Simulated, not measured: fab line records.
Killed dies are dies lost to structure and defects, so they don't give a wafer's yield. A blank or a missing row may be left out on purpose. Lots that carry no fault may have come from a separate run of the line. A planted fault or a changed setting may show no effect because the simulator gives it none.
fab line records -- flow nandHarc
record lots=13, wafers=38, lastDay=31
route steps=1302 shown A_SGD_CUT@921 A_SLIT@922 A_WL_FILL@965
lots with no fault: from the same line, run without faults
startH: the number of hours between the record's first day and the start of the first shown wafer of the lot -- waitH: hours elapsed since this lot's preceding step -- " identical to the entry in the row above -- L1.1+2: a row that stands for several wafers -- - no value, or no start given -- * or withheld: withheld -- < > ~ a bound
route shown NAME@n: a module of which the file shows steps, and the number in the route of the first -- usual: average and standard deviation across the fault-free wafers -- same: alike in all rows -- chamber/n: place in a boat -- sites: per-site readings -- _std_site: their standard deviation -- _edge_site: mean of outer sites minus mean of inner sites -- radiusMm: for every site, how far away it sits from the centre of the wafer -- mask NAME#n: copy n -- behind: the most recent tool/chamber to have shaped the wafer -- hold: the reason the lot was held/the length of the hold in hours/how it ended -- device: names the non-switching transistor (n, p or np) -- end of line: tests of these same wafers at the route's end -- a step without rows: its recipe alone -- killed: count of dies lost to structure and defects at first sort (not the wafer's yield) -- map: a wafer's dies, marking killed ones x, the rest . and places with no die _
set.NAME: the setting the step ran with; set.NAME@STEP: the setting that earlier step ran with -- model.NAME: the simulator's own value behind a step, which no gauge read
route steps across a sampled set of lots; one table per step, one row per wafer
services: the hour from which a tool's chamber was out of use, counted from the record's first day as startH (under 0 if before that day), plus the number of hours and why
## steps
# step NHARC_A_SGD_CUT_INSPECT_25
# usual rawDefectCount=402/83
lot.wafer,tool,chamber,startH,waitH,rawDefectCount
L513.1,defectInspect-01,-,448.45,-,443
L513.2,defectInspect-01,-,448.45,-,450
L513.6,defectInspect-01,-,448.45,-,412
L515.3,defectInspect-01,-,462.86,-,387
L515.4,defectInspect-01,-,462.86,-,389
L515.5,defectInspect-01,-,462.86,-,292
L517.2,defectInspect-01,-,472.45,-,357
L517.5,defectInspect-01,-,472.45,-,455
L517.6,defectInspect-01,-,472.45,-,542
L518.2,defectInspect-01,-,490.06,-,264
L518.3,defectInspect-01,-,490.06,-,314
L518.4,defectInspect-01,-,490.06,-,349
L519.2,defectInspect-02,-,490.07,-,300
L519.4,defectInspect-02,-,490.07,-,359
L519.6,defectInspect-02,-,490.07,-,437
L521.1,defectInspect-02,-,534.36,-,434
L521.4,defectInspect-02,-,534.36,-,416
L521.5,defectInspect-02,-,534.36,-,570
L523.2,defectInspect-02,-,545.51,-,334
L523.5,defectInspect-02,-,545.51,-,332
L523.6,defectInspect-02,-,545.51,-,370
L525.2,defectInspect-02,-,554.05,-,228
L525.4,defectInspect-02,-,554.05,-,292
L525.5,defectInspect-02,-,554.05,-,342
L527.1,defectInspect-02,-,583.27,-,374
L527.3,defectInspect-02,-,583.27,-,388
L527.4,defectInspect-02,-,583.27,-,412
L529.1,defectInspect-02,-,618.10,-,547
L529.3,defectInspect-02,-,618.10,-,450
L529.5,defectInspect-02,-,618.10,-,394
L528.1,defectInspect-02,-,618.26,-,429
L528.5,defectInspect-02,-,618.26,-,436
L528.6,defectInspect-02,-,618.26,-,362
L530.5,defectInspect-01,-,629.57,-,398
L530.6,defectInspect-01,-,629.57,-,522
L531.1,defectInspect-01,-,637.08,-,385
L531.3,defectInspect-01,-,637.08,-,270
L531.5,defectInspect-01,-,637.08,-,322
# step NHARC_A_SLIT_DEP_25
# recipe targetThkA=2000, tempC=400, pressureTorr=6.5, rfW=900, teosFlowSccm=161.4, flowSccm=2650, targetThkNm=200, gas=O2, material=SiO2
# usual chamberPressureTorr=6.499/0.013, heaterPowerW=572/76, throttleValvePct=15.8/0.46
lot.wafer,tool,chamber,startH,waitH,chamberPressureTorr,heaterPowerW,throttleValvePct
L513.1,pecvd-02,0,448.55,0.1,6.492,701,15.2
L513.2,pecvd-02,1,448.55,0.1,6.490,444,15.8
L513.6,pecvd-02,2,448.55,0.1,6.501,601,15.0
L515.3,pecvd-02,1,462.92,0.1,6.503,476,15.4
L515.5,pecvd-02,2,462.92,0.1,6.506,579,15.2
L515.4,pecvd-02,0,462.92,0.1,6.498,724,15.3
L517.2,pecvd-01,1,472.57,0.1,6.501,568,17.2
L517.5,pecvd-01,0,472.57,0.1,6.501,471,15.7
L517.6,pecvd-01,1,472.57,0.1,6.502,570,17.1
L518.2,pecvd-04,0,490.13,0.1,6.494,603,15.5
L518.3,pecvd-04,1,490.13,0.1,6.514,564,15.5
L518.4,pecvd-04,0,490.13,0.1,6.500,634,15.5
L519.2,pecvd-01,1,490.26,0.2,6.501,503,16.8
L519.4,pecvd-01,0,490.26,0.2,6.510,598,15.8
L519.6,pecvd-01,1,490.26,0.2,6.493,513,17.1
L521.1,pecvd-04,2,534.50,0.1,6.491,513,15.9
L521.4,pecvd-04,1,534.50,0.1,6.488,520,15.5
L521.5,pecvd-04,2,534.50,0.1,6.507,533,16.4
L523.2,pecvd-01,1,545.57,0.1,6.484,603,16.2
L523.6,pecvd-01,1,545.57,0.1,6.485,620,16.1
L523.5,pecvd-01,0,545.57,0.1,6.511,618,15.4
L525.2,pecvd-01,2,554.11,0.1,6.481,581,15.8
L525.4,pecvd-01,2,554.11,0.1,6.508,591,15.5
L525.5,pecvd-01,1,554.11,0.1,6.458,625,16.2
L527.3,pecvd-04,0,583.38,0.1,6.497,651,16.0
L527.1,pecvd-04,1,583.38,0.1,6.518,592,15.8
L527.4,pecvd-04,0,583.38,0.1,6.515,690,15.7
L529.1,pecvd-02,0,618.21,0.1,6.491,759,15.7
L529.3,pecvd-02,1,618.21,0.1,6.500,493,15.5
L529.5,pecvd-02,2,618.21,0.1,6.490,475,15.4
L528.1,pecvd-04,0,618.32,0.1,6.483,542,15.9
L528.6,pecvd-04,0,618.32,0.1,6.501,571,15.7
L528.5,pecvd-04,1,618.32,0.1,6.495,565,15.7
L530.6,pecvd-04,0,629.75,0.2,6.489,513,16.2
L530.5,pecvd-04,1,629.75,0.2,6.486,591,15.6
L531.1,pecvd-01,2,637.45,0.4,6.465,650,15.6
L531.3,pecvd-01,0,637.45,0.4,6.509,616,15.6
L531.5,pecvd-01,2,637.45,0.4,6.485,494,16.4
# step NHARC_A_SLIT_DESCUM_14
# recipe timeS=3, o2FlowSccm=200, arFlowSccm=0, biasPowerW=0, chemistry=O2
# usual drypumpMotorCurrentA=5.7/0.51, oesProductAu=1.001/0.014, rfVppV=57.9/0.96, showerheadPlenumPTorr=1.94/0.098, throttleValvePct=11.312/0.0089
lot.wafer,tool,chamber,startH,waitH,drypumpMotorCurrentA,oesProductAu,rfHoursCounterH,rfVppV,showerheadPlenumPTorr,throttleValvePct
L513.2,rieDiel-09,3,455.91,0.1,5.3,0.993,9,58.6,2.01,11.319
L513.1,rieDiel-09,1,455.91,0.1,5.2,1.010,6,57.8,2.06,11.323
L513.6,rieDiel-09,2,455.91,0.1,6.7,0.988,-,57.0,1.86,11.321
L515.3,rieDiel-10,2,468.02,0.1,4.8,1.002,2,57.9,1.81,11.307
L515.4,rieDiel-10,3,468.02,0.1,5.8,1.018,2,58.5,1.90,11.309
L515.5,rieDiel-10,0,468.02,0.1,5.6,1.000,-,56.9,2.02,11.323
L517.2,rieDiel-10,1,477.73,0.1,5.7,0.994,4,56.8,1.77,11.313
L517.5,rieDiel-10,3,477.73,0.1,5.7,1.020,-,56.3,1.90,11.319
L517.6,rieDiel-10,0,477.73,0.1,5.6,0.999,-,57.3,2.02,11.315
L518.2,rieDiel-09,0,496.86,0.1,5.9,1.028,11,57.8,2.01,11.306
L518.3,rieDiel-09,2,496.86,0.1,6.7,0.975,11,57.0,1.86,11.318
L518.4,rieDiel-09,0,496.86,0.1,5.9,1.020,-,58.9,2.01,11.306
L519.4,rieDiel-10,1,499.99,0.2,5.7,1.007,5,57.9,1.77,11.319
L519.2,rieDiel-10,2,499.99,0.2,4.8,1.008,5,56.7,1.81,11.310
L519.6,rieDiel-10,0,499.99,0.2,5.6,1.004,-,58.3,2.02,11.320
L521.1,rieDiel-10,0,539.34,0.1,5.6,0.994,6,58.4,2.02,11.321
L521.4,rieDiel-10,1,539.34,0.1,5.7,0.999,7,57.1,1.77,11.312
L521.5,rieDiel-10,1,539.34,0.1,5.7,1.005,-,56.6,1.77,11.334
L523.2,rieDiel-09,1,550.58,0.1,5.2,1.001,2,59.5,2.05,11.325
L523.6,rieDiel-09,1,550.58,0.1,5.2,1.002,-,58.5,2.05,11.318
L523.5,rieDiel-09,2,550.58,0.1,6.7,0.983,-,57.3,1.86,11.307
L525.2,rieDiel-08,0,561.95,0.1,5.6,1.025,0,59.4,2.06,11.321
L525.4,rieDiel-08,1,561.95,0.1,5.9,1.004,0,57.2,1.81,11.308
L525.5,rieDiel-08,3,561.95,0.1,6.3,0.983,-,58.1,2.00,11.328
L527.3,rieDiel-08,2,588.28,0.1,6.5,0.990,3,59.6,1.98,11.310
L527.1,rieDiel-08,3,588.28,0.1,6.3,0.986,3,58.1,2.00,11.320
L527.4,rieDiel-08,0,588.28,0.1,5.6,1.010,3,61.0,2.06,11.325
L529.3,rieDiel-10,1,623.09,0.1,5.7,1.008,0,56.0,1.77,11.313
L529.1,rieDiel-10,0,623.09,0.1,5.6,0.984,0,56.9,2.02,11.300
L529.5,rieDiel-10,1,623.09,0.1,5.7,1.010,-,56.5,1.77,11.295
L528.1,rieDiel-08,1,623.30,0.1,5.9,0.998,4,57.5,1.81,11.323
L528.6,rieDiel-08,0,623.30,0.1,5.5,1.002,-,56.9,2.06,11.307
L528.5,rieDiel-08,1,623.30,0.1,5.9,1.001,-,57.1,1.81,11.309
L530.6,rieDiel-08,2,634.69,0.1,6.5,0.991,-,56.8,1.97,11.303
L530.5,rieDiel-08,3,634.69,0.1,6.3,0.988,-,56.9,2.00,11.309
L531.1,rieDiel-09,1,642.54,0.1,5.2,1.010,6,59.2,2.05,11.303
L531.3,rieDiel-09,0,642.54,0.1,5.9,1.008,7,59.5,2.01,11.313
L531.5,rieDiel-09,2,642.54,0.1,6.7,0.995,-,57.6,1.86,11.303
# step NHARC_A_WL_FILL_ALD_10
# recipe targetThkA=500, pulseTimeS=10, aldCycles=500, tempC=300, material=SiO2
# usual aldCycles=500/0, heaterPowerW=478/49, precursorPulseHeightRel=1.000/0.022
lot.wafer,tool,chamber,startH,waitH,aldCycles,heaterPowerW,precursorPulseHeightRel
L513.2,aldHk-03,2,477.09,0.1,500,413,1.004
L513.1,aldHk-03,0,478.14,1.1,500,526,0.990
L513.6,aldHk-03,2,479.19,2.1,500,414,1.003
L515.4,aldHk-03,2,490.87,0.6,500,413,0.967
L515.3,aldHk-03,3,490.87,0.6,500,461,1.038
L515.5,aldHk-03,1,492.40,2.1,500,466,0.998
L517.2,aldHk-04,2,504.97,0.6,500,548,0.976
L517.5,aldHk-04,1,506.53,2.1,500,472,1.023
L517.6,aldHk-04,2,506.53,2.1,500,534,1.033
L518.2,aldHk-04,3,516.59,0.1,500,481,1.029
L518.4,aldHk-04,0,516.59,0.1,500,510,0.989
L518.3,aldHk-04,1,516.59,0.1,500,489,1.006
L519.2,aldHk-02,3,522.45,0.6,500,560,0.969
L519.4,aldHk-02,1,523.48,1.6,500,403,1.021
L519.6,aldHk-02,2,523.48,1.6,500,455,0.966
L521.1,aldHk-02,3,560.31,1.1,500,576,0.970
L521.4,aldHk-02,0,560.31,1.1,500,431,1.028
L521.5,aldHk-02,1,560.31,1.1,500,424,1.016
L523.2,aldHk-02,1,573.23,1.1,500,417,1.043
L523.6,aldHk-02,3,574.27,2.1,500,585,0.997
L523.5,aldHk-02,0,574.27,2.1,500,428,0.981
L525.2,aldHk-02,2,581.49,0.6,500,472,0.983
L525.4,aldHk-02,3,581.49,0.6,500,569,1.007
L525.5,aldHk-02,2,583.55,2.6,500,481,1.064
L527.4,aldHk-04,3,611.80,0.1,500,473,0.966
L527.1,aldHk-04,0,611.80,0.1,500,510,1.004
L527.3,aldHk-04,2,613.35,1.6,500,543,1.002
L528.1,aldHk-02,1,647.04,1.1,566,420,1.002
L528.5,aldHk-02,3,648.07,2.1,566,577,0.942
L528.6,aldHk-02,0,648.07,2.1,500,426,0.979
L529.3,aldHk-03,2,649.20,3.2,500,456,1.010
L529.1,aldHk-03,3,649.20,3.2,500,449,1.016
L529.5,aldHk-03,1,650.76,4.8,500,474,0.994
L530.5,aldHk-02,2,659.41,2.1,566,461,1.009
L530.6,aldHk-02,3,659.41,2.1,500,576,1.014
L531.3,aldHk-02,0,662.62,0.0,500,437,1.000
L531.1,aldHk-02,1,662.62,0.0,566,420,0.973
L531.5,aldHk-02,1,665.21,2.6,566,419,0.985
## services
tool,chamber,startH,hours,kind
pecvd-04,2,430.51,9.2,repair
aldHk-04,-,437.35,10.0,pm
pecvd-04,-,450.33,13.0,pm
rieDiel-08,2,468.12,4.7,repair
aldHk-03,-,469.36,6.3,repair
rieDiel-09,3,472.37,2.2,repair
rieDiel-08,2,480.98,3.8,repair
pecvd-01,-,492.38,13.0,pm
rieDiel-09,1,495.52,11.2,repair
rieDiel-08,-,495.81,19.8,repair
rieDiel-09,-,497.95,9.0,pm
aldHk-02,2,526.85,10.0,ventCycle
aldHk-02,3,526.85,10.0,ventCycle
aldHk-04,-,534.61,0.5,repair
aldHk-02,0,536.85,-,clean
rieDiel-10,1,540.63,16.2,repair
rieDiel-08,-,545.00,9.0,pm
aldHk-03,-,546.18,0.9,repair
rieDiel-08,1,566.78,5.1,repair
pecvd-01,1,575.67,4.5,repair
pecvd-02,-,589.26,13.0,pm
rieDiel-10,-,596.50,9.0,pm
pecvd-04,-,631.45,13.0,pm
aldHk-04,-,632.51,1.3,repair
## key
firstSign step=NHARC_A_WL_FILL_ALD_10, reading=aldCycles, direction=up, sigmas=99+, usual=500, struck=566
effect none on later readings
metAt NHARC_A_WL_FILL_ALD_10
struckLots L528,L530,L531
struckWafers L528.1,L528.5,L530.5,L531.1,L531.5
testerLeftOut L528,L530,L531
notActingAt NHARC_A_SGD_CUT_INSPECT_25,NHARC_A_SLIT_DEP_25,NHARC_A_SLIT_DESCUM_14
onsetBetween 581.49 647.04
fault kind=processParameterDrift, tool=aldHk-02, chamber=-, onsetH=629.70, steps=NHARC_A_WL_FILL_ALD_10, channel=aldCycles, offset=66, shape=step, endH=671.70, scope=struckWafersOnly, actsIn=theseRecipesOnly, stated=500
# testerLeftOut: of these lots the tester's yield and bins aren't shown, on N5 and GAA mostly nor the transistor test; their killed dies are dies lost to structure and defects alone, not to doping, threshold or leakage, so they don't give the yield
